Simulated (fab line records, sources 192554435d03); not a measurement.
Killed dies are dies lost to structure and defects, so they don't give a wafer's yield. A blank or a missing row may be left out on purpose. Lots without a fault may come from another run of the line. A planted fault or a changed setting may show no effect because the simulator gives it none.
Chamber matching | flow n5_finfet | N5_BEOL_M14_DESCUM_33 on rie_diel-03: 4 sister chambers
The step chemistry O2, time 7.9 s. 4 wafers are shown with their chamber, then 7 later ones without.

WAFERS WITH THEIR CHAMBER
wafer  | chamber | showerhead_plenum_p_Torr (Torr)
L088.4 | 3       | 2.22
L087.5 | 0       | 2.05
L089.1 | 1       | 2.10
L089.4 | 2       | 2.08

WAFERS WITHOUT THEIR CHAMBER
wafer  | showerhead_plenum_p_Torr (Torr)
L089.5 | 2.21
L090.1 | 2.08
L090.2 | 2.21
L090.5 | 2.10
L093.1 | 2.08
L093.3 | 2.21
L093.6 | 2.08

WHICH CHAMBER EACH WENT THROUGH
wafer  | from the rows above | in truth
L089.5 | 3                   | 3
L090.1 | 2                   | 2
L090.2 | 3                   | 3
L090.5 | 1                   | 1
L093.1 | 2                   | 2
L093.3 | 3                   | 3
L093.6 | 2                   | 2
Placed correctly: 7 of 7. Can't be placed from these rows: 0. Placed wrongly: 0.
How it was worked out, from the rows above alone: a wafer's distance from a chamber is the root of the sum, over the readings, of the square of ((its reading less the chamber's mean) divided by the reading's scatter). The wafer belongs to the nearest chamber; if the next one is less than 2 further off, it can't be placed. A chamber's mean is the mean of its shown wafers. The scatter: with one shown wafer a chamber, the root of the mean of the squares of how far each hidden wafer lies from its nearest shown one.
